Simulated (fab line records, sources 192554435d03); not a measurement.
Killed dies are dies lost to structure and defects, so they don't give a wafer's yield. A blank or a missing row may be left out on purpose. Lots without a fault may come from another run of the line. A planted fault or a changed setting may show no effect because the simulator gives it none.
fab line records | flow n5_finfet
record lots=24 wafers=72 last_day=19
route steps=1938 shown BEOL_M5@1132
lots that met no fault: from a run of the same line without faults
start_h: hours from the record's first day to the start of the lot's first wafer shown | wait_h: hours since the lot's step before | " the same as in the row above | L1.1+2: a row that stands for several wafers | - no value, or no start given | * or withheld: withheld | < > ~ a bound
route shown NAME@n: a module of which the file shows steps, and the number in the route of the first | usual: mean/standard deviation of fault-free wafers | same: alike in all rows | chamber/n: place in a boat | sites: the reading at each site | _std_site: their standard deviation | _edge_site: outer sites' mean less inner sites' | radius_mm: how far each site lies from the wafer's centre | mask NAME#n: copy n | behind: the tool/chamber that last shaped the wafer | hold: why the lot was held/for how many hours/how that ended | device: the transistor (n, p or np) that didn't switch | end of line: the same wafers' tests at the end of the route | a step without rows: its recipe alone | killed: dies lost to structure and defects at the first sort, not the wafer's yield | map: a wafer's dies, x killed, . not, _ none there
set.NAME: the setting as run; set.NAME@STEP: as run at that earlier step | model.NAME: the simulator's own value behind a step, which no gauge read
steps of the route over a sample of lots; a table a step, a row a wafer
services: from which hour (start_h, from the record's first day; less than 0 if before it) a tool's chamber was out of use, for how many hours, and why
## steps
# step N5_BEOL_M5_ETCH_62
# recipe chemistry=N2/H2 target=SOC target_depth_a=750 overetch_a=150 mask_material=SiARC temp_c=40 time_s=112.5 ion_energy_ev=200 pressure_mtorr=30 source_w=840 bias_w=150 n2_flow_sccm=200 h2_flow_sccm=200
# usual drypump_motor_current_A=6.1/0.45 oes_product_au=0.61/0.068 rf_vpp_V=523/3.5 showerhead_plenum_p_Torr=2.50/0.12 throttle_valve_pct=17.9/0.33
# columns lot.wafer tool chamber start_h wait_h drypump_motor_current_A oes_product_au rf_hours_counter_h rf_vpp_V showerhead_plenum_p_Torr throttle_valve_pct
L076.3 rie_diel-02 1 205.71 0.0 5.5 0.59 162 526 2.64 17.8
L076.4 " 3 " " 6.2 0.58 176 522 2.43 18.3
L076.6 " 3 " " 6.2 0.58 - 521 2.43 18.3
L074.1 rie_diel-01 2 206.03 0.0 5.4 0.61 111 525 2.57 17.9
L074.4 " 3 " " 6.3 0.55 230 524 2.51 18.0
L074.6 " 1 " " 5.5 0.55 - 523 2.52 18.3
L075.2 rie_diel-06 1 206.32 0.0 6.0 0.63 121 518 2.35 17.7
L075.4 " 3 " " 6.7 0.55 - 520 2.41 18.2
L075.6 " 1 " " 6.0 0.63 - 519 2.35 17.7
L077.4 rie_diel-01 0 212.05 0.0 5.9 0.57 204 521 2.52 18.2
L077.5 " 0 " " 5.9 0.57 - 524 2.52 18.2
L077.6 " 3 " " 6.3 0.55 - 522 2.51 18.0
L078.1 rie_diel-06 2 215.36 0.0 5.6 0.58 174 526 2.63 17.9
L078.3 " 3 " " 6.7 0.56 234 519 2.41 18.2
L078.5 " 1 " " 6.0 0.62 - 519 2.35 17.7
L079.2 rie_diel-06 2 230.39 0.0 5.6 0.58 177 527 2.63 17.9
L079.5 " 0 " " 6.0 0.77 - 523 2.50 17.3
L079.6 " 1 " " 6.0 0.62 - 519 2.35 17.7
L080.1 rie_diel-06 1 237.39 0.0 6.0 0.61 129 518 2.35 17.7
L080.2 " 0 " " 6.0 0.76 6 523 2.49 17.3
L080.4 " 3 " " 6.7 0.55 241 519 2.41 18.2
L081.3 rie_diel-01 3 237.90 0.0 6.3 0.54 240 523 2.51 18.0
L081.5 " 2 " " 5.4 0.60 - 523 2.56 17.9
L081.6 " 3 " " 6.2 0.55 - 522 2.51 18.0
L082.1 rie_diel-01 0 245.58 0.0 5.9 0.56 214 524 2.51 18.2
L082.3 " 3 " " 6.3 0.54 242 522 2.51 18.0
L082.4 " 1 " " 5.5 0.55 229 523 2.51 18.3
L083.1 rie_diel-02 0 247.64 0.0 6.7 0.71 25 528 2.69 17.3
L083.4 " 1 " " 5.6 0.59 175 526 2.63 17.8
L083.6 " 3 " " 6.2 0.56 - 521 2.42 18.4
L084.1 rie_diel-02 0 254.74 0.0 6.8 0.70 28 527 2.69 17.3
L084.3 " 2 " " 6.6 0.61 142 518 2.35 17.9
L084.4 " 3 " " 6.2 0.56 189 520 2.42 18.3
L085.2 rie_diel-02 0 264.72 0.0 6.8 0.71 30 527 2.69 17.3
L085.4 " 2 " " 6.6 0.61 144 517 2.35 17.9
L085.5 " 1 " " 5.5 0.59 - 527 2.63 17.8
L086.1 rie_diel-01 2 279.27 0.0 5.4 0.59 132 524 2.56 17.9
L086.2 " 1 " " 5.5 0.55 239 523 2.51 18.4
L086.3 " 0 " " 5.9 0.57 224 523 2.51 18.2
L088.1 rie_diel-02 1 285.93 0.0 5.5 0.58 186 526 2.63 17.8
L088.3 " 2 " " 6.6 0.60 150 518 2.34 17.9
L088.4 " 0 " " 6.8 0.70 36 528 2.68 17.4
L089.1 rie_diel-01 2 285.95 0.0 5.4 0.59 135 523 2.56 17.9
L089.3 " 0 " " 5.9 0.56 227 521 2.51 18.3
L089.6 " 1 " " 5.5 0.54 - 524 2.50 18.4
L087.2 rie_diel-06 1 288.81 0.0 6.0 0.60 147 519 2.34 17.7
L087.4 " 1 " " 6.0 0.60 - 517 2.34 17.7
L087.6 " 0 " " 6.0 0.73 - 523 2.49 17.3
L091.1 rie_diel-06 1 291.24 0.0 6.0 0.60 147 516 2.34 17.7
L091.3 " 2 " " 5.6 0.57 199 526 2.62 18.0
L091.4 " 3 " " 6.6 0.79 0 529 2.73 17.7
L090.1 rie_diel-02 3 305.68 0.0 6.2 0.56 202 520 2.42 18.4
L090.2 " 0 " " 6.8 0.69 40 528 2.68 17.4
L090.4 " 2 " " 6.6 0.60 - 519 2.34 17.9
L092.2 rie_diel-02 3 311.32 0.0 6.2 0.56 204 519 2.41 18.4
L092.3 " 0 " " 6.8 0.69 43 529 2.68 17.4
L092.5 " 2 " " 6.6 0.60 - 519 2.34 17.9
L093.1 rie_diel-02 0 327.59 0.0 6.8 0.68 49 527 2.68 17.4
L093.2 " 2 " " 6.7 0.59 164 518 2.34 17.9
L093.6 " 2 " " 6.6 0.59 - 518 2.34 18.0
L095.1 rie_diel-02 0 331.92 0.0 6.8 0.68 51 528 2.68 17.4
L095.2 " 2 " " 6.7 0.59 166 518 2.34 18.0
L095.3 " 3 " " 6.2 0.55 212 519 2.41 18.4
L094.2 rie_diel-06 0 332.00 0.0 6.0 0.70 37 523 2.48 17.4
L094.5 " 3 " " 6.7 0.75 - 530 2.72 17.8
L094.6 " 0 " " 6.0 0.70 - 520 2.48 17.4
L096.1 rie_diel-06 1 341.86 0.0 6.0 0.60 164 519 2.34 17.7
L096.2 " 2 " " 5.6 0.55 215 524 2.62 18.0
L096.6 " 0 " " 6.0 0.70 - 524 2.48 17.4
L097.1 rie_diel-01 3 348.98 0.0 6.3 0.76 18 523 2.50 17.6
L097.3 " 2 " " 5.4 0.58 157 523 2.55 17.9
L097.5 " 3 " " 6.2 0.75 - 522 2.50 17.6
# step N5_BEOL_M5_CD_MEAS_28
# recipe target_cd_nm=30.6 landing_energy_ev=500 detector=se_inlens target_cd_y_nm=20 polarity=opening
# usual cd_nm=30.6/0.32
# columns lot.wafer tool chamber start_h wait_h cd_nm
L076.3 cd_sem-02 0 207.50 - 30.7
L076.4 " 0 " " 30.3
L076.6 " 0 " " 30.2
L074.1 cd_sem-03 0 207.67 - 30.7
L074.4 " 0 " " 30.9
L074.6 " 0 " " 31.0
L075.2 cd_sem-03 0 207.73 - 30.0
L075.4 " 0 " " 30.3
L075.6 " 0 " " 30.3
L077.4 cd_sem-02 0 213.80 - 30.3
L077.5 " 0 " " 30.5
L077.6 " 0 " " 30.5
L078.1 cd_sem-02 0 217.82 - 30.3
L078.3 " 0 " " 30.3
L078.5 " 0 " " 30.5
L079.2 cd_sem-02 0 231.48 - 30.7
L079.5 " 0 " " 30.6
L079.6 " 0 " " 31.0
L080.1 cd_sem-01 0 239.78 - 31.0
L080.2 " 0 " " 30.9
L080.4 " 0 " " 30.8
L081.3 cd_sem-03 0 239.83 - 30.6
L081.5 " 0 " " 30.7
L081.6 " 0 " " 31.2
L082.1 cd_sem-03 0 246.59 - 30.7
L082.3 " 0 " " 30.4
L082.4 " 0 " " 29.8
L083.1 cd_sem-03 0 250.33 - 30.5
L083.4 " 0 " " 31.0
L083.6 " 0 " " 30.9
L084.1 cd_sem-03 0 255.41 - 30.7
L084.3 " 0 " " 31.1
L084.4 " 0 " " 30.7
L085.2 cd_sem-02 0 265.64 - 30.8
L085.4 " 0 " " 30.3
L085.5 " 0 " " 30.3
L086.1 cd_sem-03 0 280.73 - 30.3
L086.2 " 0 " " 30.5
L086.3 " 0 " " 30.3
L088.1 cd_sem-01 0 286.62 - 29.9
L088.3 " 0 " " 30.6
L088.4 " 0 " " 30.4
L089.1 cd_sem-02 0 286.67 - 30.2
L089.3 " 0 " " 30.4
L089.6 " 0 " " 30.6
L087.2 cd_sem-01 0 289.71 - 30.9
L087.4 " 0 " " 30.8
L087.6 " 0 " " 31.0
L091.1 cd_sem-03 0 292.37 - 30.8
L091.3 " 0 " " 31.1
L091.4 " 0 " " 30.6
L090.1 cd_sem-02 0 307.13 - 30.3
L090.2 " 0 " " 30.6
L090.4 " 0 " " 30.3
L092.2 cd_sem-02 0 312.11 - 31.0
L092.3 " 0 " " 30.4
L092.5 " 0 " " 30.4
L093.1 cd_sem-02 0 330.05 - 30.8
L093.2 " 0 " " 30.5
L093.6 " 0 " " 31.0
L095.1 cd_sem-03 0 334.25 - 30.6
L095.2 " 0 " " 30.3
L095.3 " 0 " " 30.2
L094.2 cd_sem-01 0 334.30 - 29.9
L094.5 " 0 " " 30.2
L094.6 " 0 " " 30.2
L096.1 cd_sem-01 0 344.66 - 30.4
L096.2 " 0 " " 30.8
L096.6 " 0 " " 30.8
L097.1 cd_sem-01 0 350.48 - 30.0
L097.3 " 0 " " 30.1
L097.5 " 0 " " 30.0
# step N5_BEOL_M5_ETCH_75
# recipe chemistry=N2/H2 target=underlayer target_depth_a=65 mask_material=CAR-EUV time_s=5.2 ion_energy_ev=200 pressure_mtorr=30 source_w=840 bias_w=150 n2_flow_sccm=200 h2_flow_sccm=200 ends=cleared
# usual drypump_motor_current_A=6.0/0.43 etch_rf_on_time_s=5.30/0.1 oes_product_au=0.65/0.081 rf_vpp_V=523/3.3 showerhead_plenum_p_Torr=2.51/0.1 throttle_valve_pct=18.0/0.3
# columns lot.wafer tool chamber start_h wait_h drypump_motor_current_A etch_rf_on_time_s oes_product_au rf_hours_counter_h rf_vpp_V showerhead_plenum_p_Torr throttle_valve_pct
L076.3 rie_diel-06 2 207.97 0.0 5.6 5.51 0.61 172 529 2.64 17.9
L076.4 " 1 " " 6.0 5.25 0.66 - 518 2.35 17.7
L076.6 " 2 " " 5.6 5.51 0.60 - 526 2.64 17.9
L074.1 rie_diel-01 2 208.05 0.0 5.4 5.29 0.65 111 524 2.57 17.9
L074.4 " 3 " " 6.3 5.34 0.58 231 524 2.51 18.1
L074.6 " 1 " " 5.6 5.31 0.58 - 523 2.51 18.3
L075.2 rie_diel-01 2 208.44 0.0 5.4 5.26 0.65 111 523 2.57 17.9
L075.4 " 1 " " 5.5 5.31 0.59 218 523 2.52 18.3
L075.6 " 2 " " 5.4 5.29 0.65 - 526 2.57 17.9
L077.4 rie_diel-06 3 213.96 0.0 6.7 5.34 0.59 234 522 2.41 18.2
L077.5 " 3 " " 6.7 5.32 0.59 - 520 2.41 18.2
L077.6 " 2 " " 5.6 5.49 0.60 - 527 2.64 17.9
L078.1 rie_diel-01 3 217.98 0.0 6.3 5.33 0.59 234 523 2.51 18.1
L078.3 " 0 " " 5.9 5.30 0.62 206 524 2.52 18.3
L078.5 " 0 " " 5.9 5.34 0.60 - 525 2.52 18.3
L079.2 rie_diel-01 0 231.75 0.0 5.9 5.41 0.60 209 524 2.51 18.3
L079.5 " 0 " " 5.9 5.40 0.60 - 525 2.51 18.2
L079.6 " 1 " " 5.5 5.31 0.58 - 523 2.51 18.4
L080.1 rie_diel-02 0 239.95 0.0 6.8 5.20 0.77 24 528 2.69 17.4
L080.2 " 1 " " 5.6 5.33 0.63 174 527 2.63 17.8
L080.4 " 0 " " 6.8 5.18 0.76 - 527 2.69 17.4
L081.3 rie_diel-06 1 240.18 0.0 6.0 5.20 0.66 130 517 2.35 17.7
L081.5 " 1 " " 6.0 5.15 0.67 - 519 2.35 17.7
L081.6 " 2 " " 5.6 5.43 0.62 - 527 2.63 18.0
L082.1 rie_diel-01 0 246.75 0.0 5.9 5.22 0.62 214 524 2.51 18.3
L082.3 " 1 " " 5.5 5.22 0.58 229 523 2.51 18.4
L082.4 " 2 " " 5.4 5.27 0.65 123 525 2.56 17.9
L083.1 rie_diel-06 3 250.67 0.0 6.7 5.32 0.58 244 522 2.41 18.2
L083.4 " 0 " " 6.0 5.21 0.81 10 524 2.49 17.4
L083.6 " 0 " " 6.0 5.21 0.81 - 523 2.49 17.4
L084.1 rie_diel-01 2 255.57 0.0 5.4 5.29 0.64 126 524 2.56 17.9
L084.3 " 1 " " 5.6 5.32 0.58 232 524 2.51 18.4
L084.4 " 3 " " 6.3 5.41 0.57 245 524 2.51 18.1
L085.2 rie_diel-02 1 265.79 0.0 5.5 5.41 0.63 180 527 2.63 17.8
L085.4 " 3 " " 6.2 5.30 0.59 192 519 2.42 18.4
L085.5 " 2 " " 6.7 5.31 0.65 - 515 2.35 18.0
L086.1 rie_diel-01 0 280.92 0.0 5.9 5.34 0.60 224 522 2.51 18.3
L086.2 " 2 " " 5.4 5.31 0.63 132 524 2.56 17.9
L086.3 " 1 " " 5.5 5.35 0.58 239 523 2.51 18.4
L088.1 rie_diel-06 0 286.84 0.0 6.0 5.15 0.78 21 522 2.49 17.4
L088.3 " 2 " " 5.6 5.43 0.59 197 527 2.62 18.0
L088.4 " 2 " " 5.6 5.53 0.59 - 527 2.63 18.0
L089.1 rie_diel-01 1 286.92 0.0 5.6 5.38 0.57 243 523 2.50 18.4
L089.3 " 2 " " 5.4 5.28 0.63 136 526 2.55 17.9
L089.6 " 2 " " 5.4 5.31 0.63 - 528 2.56 18.0
L087.2 rie_diel-01 0 289.87 0.0 5.9 5.23 0.60 229 521 2.51 18.3
L087.4 " 0 " " 5.9 5.28 0.60 - 522 2.51 18.3
L087.6 " 1 " " 5.6 5.26 0.58 - 524 2.50 18.4
L091.1 rie_diel-06 3 292.53 0.0 6.6 5.16 0.87 1 529 2.73 17.8
L091.3 " 0 " " 6.0 5.15 0.78 24 521 2.49 17.4
L091.4 " 2 " " 5.6 5.45 0.59 199 524 2.62 18.0
L090.1 rie_diel-06 1 307.28 0.0 6.0 5.29 0.65 153 517 2.34 17.8
L090.2 " 0 " " 6.0 5.20 0.78 28 523 2.49 17.4
L090.4 " 2 " " 5.6 5.55 0.58 204 526 2.62 18.0
L092.2 rie_diel-06 2 312.28 0.0 5.6 5.49 0.59 206 527 2.62 18.0
L092.3 " 1 " " 6.0 5.20 0.64 155 516 2.34 17.8
L092.5 " 2 " " 5.6 5.46 0.59 - 526 2.62 18.0
L093.1 rie_diel-06 0 330.43 0.0 6.0 5.17 0.75 36 522 2.48 17.4
L093.2 " 2 " " 5.6 5.47 0.57 212 527 2.62 18.0
L093.6 " 2 " " 5.6 5.54 0.58 - 528 2.62 18.0
L095.1 rie_diel-02 2 334.41 0.0 6.6 5.24 0.64 167 515 2.34 18.0
L095.2 " 3 " " 6.2 5.34 0.59 213 519 2.41 18.4
L095.3 " 0 " " 6.8 5.22 0.73 52 528 2.67 17.4
L094.2 rie_diel-01 0 334.46 0.0 5.9 5.35 0.58 246 523 2.50 18.3
L094.5 " 3 " " 6.3 5.20 0.82 - 520 2.50 17.6
L094.6 " 0 " " 5.9 5.31 0.59 - 521 2.50 18.3
L096.1 rie_diel-02 3 344.81 0.0 6.2 5.27 0.59 215 521 2.41 18.4
L096.2 " 0 " " 6.8 5.22 0.72 54 527 2.67 17.4
L096.6 " 2 " " 6.7 5.22 0.64 - 516 2.34 18.0
L097.1 rie_diel-01 0 350.95 0.0 5.9 5.32 0.59 250 523 2.50 18.3
L097.3 " 2 " " 5.4 5.15 0.63 158 524 2.55 18.0
L097.5 " 3 " " 6.3 5.14 0.82 - 523 2.50 17.6
# step N5_BEOL_M5_DEGAS_44
# recipe ambient=vacuum temp_c=250 time_s=60
# usual heater_power_w=348/27
# columns lot.wafer tool chamber start_h wait_h heater_power_w
L076.3 pvd_sputter-03 - 209.01 0.3 349
L076.4 " - " " 377
L076.6 " - " " 353
L074.1 pvd_sputter-03 - 209.09 0.4 348
L074.4 " - " " 344
L074.6 " - " " 344
L075.2 pvd_sputter-02 - 209.68 0.6 333
L075.4 " - " " 364
L075.6 " - " " 339
L077.4 pvd_sputter-02 - 215.01 0.3 320
L077.5 " - " " 327
L077.6 " - " " 344
L078.1 pvd_sputter-01 - 219.32 0.7 317
L078.3 " - " " 350
L078.5 " - " " 377
L079.2 pvd_sputter-03 - 232.83 0.3 347
L079.5 " - " " 348
L079.6 " - " " 341
L081.3 pvd_sputter-01 - 241.08 0.2 376
L081.5 " - " " 344
L081.6 " - " " 376
L080.1 pvd_sputter-01 - 241.16 0.5 386
L080.2 " - " " 381
L080.4 " - " " 340
L082.1 pvd_sputter-01 - 247.96 0.6 392
L082.3 " - " " 321
L082.4 " - " " 371
L083.1 pvd_sputter-01 - 251.64 0.3 377
L083.4 " - " " 383
L083.6 " - " " 346
L084.1 pvd_sputter-03 - 256.82 0.6 350
L084.3 " - " " 381
L084.4 " - " " 352
L085.2 pvd_sputter-02 - 268.11 1.6 331
L085.4 " - " " 324
L085.5 " - " " 372
L086.1 pvd_sputter-02 - 281.94 0.4 349
L086.2 " - " " 336
L086.3 " - " " 369
L088.1 pvd_sputter-03 - 287.89 0.4 295
L088.3 " - " " 383
L088.4 " - " " 348
L089.1 pvd_sputter-02 - 288.00 0.3 360
L089.3 " - " " 346
L089.6 " - " " 367
L087.2 pvd_sputter-03 - 291.83 1.3 346
L087.4 " - " " 386
L087.6 " - " " 350
L091.1 pvd_sputter-01 - 294.41 1.3 329
L091.3 " - " " 376
L091.4 " - " " 360
L090.1 pvd_sputter-02 - 308.33 0.4 373
L090.2 " - " " 328
L090.4 " - " " 322
L092.2 pvd_sputter-03 - 313.39 0.4 287
L092.3 " - " " 344
L092.5 " - " " 383
L093.1 pvd_sputter-02 - 331.42 0.4 324
L093.2 " - " " 377
L093.6 " - " " 345
L095.1 pvd_sputter-01 - 335.42 0.4 316
L095.2 " - " " 374
L095.3 " - " " 371
L094.2 pvd_sputter-01 - 335.58 0.4 318
L094.5 " - " " 382
L094.6 " - " " 328
L096.1 pvd_sputter-02 - 345.85 0.4 319
L096.2 " - " " 374
L096.6 " - " " 351
L097.1 pvd_sputter-01 - 352.01 0.4 386
L097.3 " - " " 362
L097.5 " - " " 358
# step N5_BEOL_M5_ANNEAL_49
# recipe temp_c=400 time_s=1800 ambient=vacuum
# usual heater_power_w=867/67
# columns lot.wafer tool chamber start_h wait_h heater_power_w
L076.3 pvd_sputter-03 - 209.95 0.0 926
L076.4 " - " " 894
L076.6 " - " " 872
L074.1 pvd_sputter-02 - 210.16 0.0 821
L074.4 " - " " 820
L074.6 " - " " 805
L075.2 pvd_sputter-01 - 211.52 0.0 787
L075.4 " - " " 861
L075.6 " - " " 796
L077.4 pvd_sputter-02 - 215.89 0.0 856
L077.5 " - " " 943
L077.6 " - " " 810
L078.1 pvd_sputter-01 - 220.12 0.0 791
L078.3 " - " " 866
L078.5 " - " " 819
L079.2 pvd_sputter-01 - 233.51 0.0 961
L079.5 " - " " 937
L079.6 " - " " 868
L081.3 pvd_sputter-01 - 241.95 0.0 933
L081.5 " - " " 969
L081.6 " - " " 869
L080.1 pvd_sputter-02 - 242.22 0.0 780
L080.2 " - " " 936
L080.4 " - " " 801
L082.1 pvd_sputter-02 - 249.54 0.0 821
L082.3 " - " " 849
L082.4 " - " " 818
L083.1 pvd_sputter-03 - 252.35 0.0 871
L083.4 " - " " 875
L083.6 " - " " 872
L084.1 pvd_sputter-02 - 259.26 0.0 875
L084.3 " - " " 804
L084.4 " - " " 803
L085.2 pvd_sputter-02 - 269.29 0.0 934
L085.4 " - " " 809
L085.5 " - " " 881
L086.1 pvd_sputter-03 - 283.32 0.0 957
L086.2 " - " " 848
L086.3 " - " " 723
L088.1 pvd_sputter-02 - 289.02 0.0 828
L088.3 " - " " 882
L088.4 " - " " 948
L089.1 pvd_sputter-01 - 289.53 0.0 955
L089.3 " - " " 883
L089.6 " - " " 922
L087.2 pvd_sputter-02 - 293.45 0.0 805
L087.4 " - " " 914
L087.6 " - " " 791
L091.1 pvd_sputter-01 - 295.23 0.0 933
L091.3 " - " " 887
L091.4 " - " " 804
L090.1 pvd_sputter-01 - 310.14 0.0 924
L090.2 " - " " 902
L090.4 " - " " 796
L092.2 pvd_sputter-03 - 314.31 0.0 969
L092.3 " - " " 853
L092.5 " - " " 971
L093.1 pvd_sputter-03 - 332.25 0.0 871
L093.2 " - " " 860
L093.6 " - " " 711
L095.1 pvd_sputter-01 - 336.28 0.0 951
L095.2 " - " " 816
L095.3 " - " " 947
L094.2 pvd_sputter-02 - 336.49 0.0 832
L094.5 " - " " 860
L094.6 " - " " 818
L096.1 pvd_sputter-02 - 346.69 0.0 798
L096.2 " - " " 805
L096.6 " - " " 874
L097.1 pvd_sputter-03 - 354.82 0.0 954
L097.3 " - " " 883
L097.5 " - " " 874
# step N5_BEOL_M5_SPUTTER_81
# recipe material=Cu target_thk_a=150 temp_c=-20 chamber_pressure_pa=0.07 power_w=withheld time_s=27.62
# usual chamber_pressure_pa=0.06999/0.00014 throttle_valve_pct=30.1/1
# columns lot.wafer tool chamber start_h wait_h chamber_pressure_pa throttle_valve_pct
L076.3 pvd_sputter-03 - 210.96 0.5 0.07006 28.5
L076.4 " - " " 0.06995 29.8
L076.6 " - " " 0.06993 29.9
L074.1 pvd_sputter-02 - 211.17 0.5 0.07015 30.2
L074.4 " - " " 0.07003 30.1
L074.6 " - " " 0.07009 30.0
L075.2 pvd_sputter-01 - 212.52 0.5 0.06971 31.1
L075.4 " - " " 0.06978 31.0
L075.6 " - " " 0.06992 31.3
L077.4 pvd_sputter-02 - 216.90 0.5 0.06996 29.1
L077.5 " - " " 0.07017 29.2
L077.6 " - " " 0.07027 30.6
L078.1 pvd_sputter-01 - 221.13 0.5 0.07022 30.8
L078.3 " - " " 0.07 31.1
L078.5 " - " " 0.07017 31.3
L079.2 pvd_sputter-01 - 234.52 0.5 0.06981 32.3
L079.5 " - " " 0.06993 32.3
L079.6 " - " " 0.07024 31.2
L081.3 pvd_sputter-01 - 242.96 0.5 0.07003 31.9
L081.5 " - " " 0.07014 28.7
L081.6 " - " " 0.06974 30.9
L080.1 pvd_sputter-02 - 243.22 0.5 0.07004 30.6
L080.2 " - " " 0.06983 29.7
L080.4 " - " " 0.07024 30.2
L082.1 pvd_sputter-02 - 250.55 0.5 0.07008 30.3
L082.3 " - " " 0.07004 29.4
L082.4 " - " " 0.06979 30.5
L083.1 pvd_sputter-03 - 253.36 0.5 0.07008 29.6
L083.4 " - " " 0.06987 29.5
L083.6 " - " " 0.07012 29.8
L084.1 pvd_sputter-02 - 260.27 0.5 0.07005 29.2
L084.3 " - " " 0.07006 30.1
L084.4 " - " " 0.06999 30.5
L085.2 pvd_sputter-02 - 270.30 0.5 0.06991 29.2
L085.4 " - " " 0.0699 30.1
L085.5 " - " " 0.06985 29.2
L086.1 pvd_sputter-03 - 284.33 0.5 0.07006 28.6
L086.2 " - " " 0.0699 29.7
L086.3 " - " " 0.06984 30.6
L088.1 pvd_sputter-02 - 290.03 0.5 0.06982 29.9
L088.3 " - " " 0.06992 29.6
L088.4 " - " " 0.06973 29.5
L089.1 pvd_sputter-01 - 290.53 0.5 0.06987 32.2
L089.3 " - " " 0.0702 30.8
L089.6 " - " " 0.07 32.3
L087.2 pvd_sputter-02 - 294.46 0.5 0.06979 30.2
L087.4 " - " " 0.06988 29.3
L087.6 " - " " 0.0701 30.3
L091.1 pvd_sputter-01 - 296.24 0.5 0.06977 32.4
L091.3 " - " " 0.07001 31.1
L091.4 " - " " 0.06986 30.8
L090.1 pvd_sputter-01 - 311.15 0.5 0.06991 32.5
L090.2 " - " " 0.07019 31.1
L090.4 " - " " 0.06994 31.0
L092.2 pvd_sputter-03 - 315.31 0.5 0.06988 28.7
L092.3 " - " " 0.07019 29.2
L092.5 " - " " 0.06994 28.5
L093.1 pvd_sputter-03 - 333.25 0.5 0.07006 29.6
L093.2 " - " " 0.06992 29.3
L093.6 " - " " 0.07006 30.5
L095.1 pvd_sputter-01 - 337.28 0.5 0.06975 29.0
L095.2 " - " " 0.07011 31.2
L095.3 " - " " 0.06996 32.1
L094.2 pvd_sputter-02 - 337.50 0.5 0.07015 30.2
L094.5 " - " " 0.07007 29.0
L094.6 " - " " 0.06995 30.0
L096.1 pvd_sputter-02 - 347.70 0.5 0.06991 30.3
L096.2 " - " " 0.07002 30.2
L096.6 " - " " 0.06995 29.2
L097.1 pvd_sputter-03 - 355.91 0.5 0.07005 28.5
L097.3 " - " " 0.06998 29.4
L097.5 " - " " 0.06993 29.5
## services
# columns tool chamber start_h hours kind
pvd_sputter-01 - 185.31 8.9 repair
rie_diel-06 0 189.62 - clean
rie_diel-06 0 189.62 - consumable_replace:focus_ring
rie_diel-06 0 189.62 19.5 scheduled_down
rie_diel-06 0 189.62 19.5 vent_cycle
rie_diel-02 0 199.21 4.1 repair
rie_diel-06 - 227.86 0.3 repair
rie_diel-02 3 237.17 2.9 repair
rie_diel-06 3 274.05 - clean
rie_diel-06 3 274.05 - consumable_replace:focus_ring
rie_diel-06 3 274.05 - consumable_replace:showerhead
rie_diel-06 3 274.05 15.7 scheduled_down
rie_diel-06 3 274.05 15.7 vent_cycle
rie_diel-01 3 276.59 - clean
rie_diel-01 3 276.59 - consumable_replace:focus_ring
rie_diel-01 1 305.06 - clean
rie_diel-01 1 305.06 - consumable_replace:focus_ring
rie_diel-01 1 329.54 2.5 repair
rie_diel-01 - 345.20 2.8 pm
rie_diel-01 0 351.30 - clean
rie_diel-01 0 351.30 - consumable_replace:focus_ring
rie_diel-01 0 351.30 10.8 scheduled_down
rie_diel-01 0 351.30 10.8 vent_cycle
## key
fault none
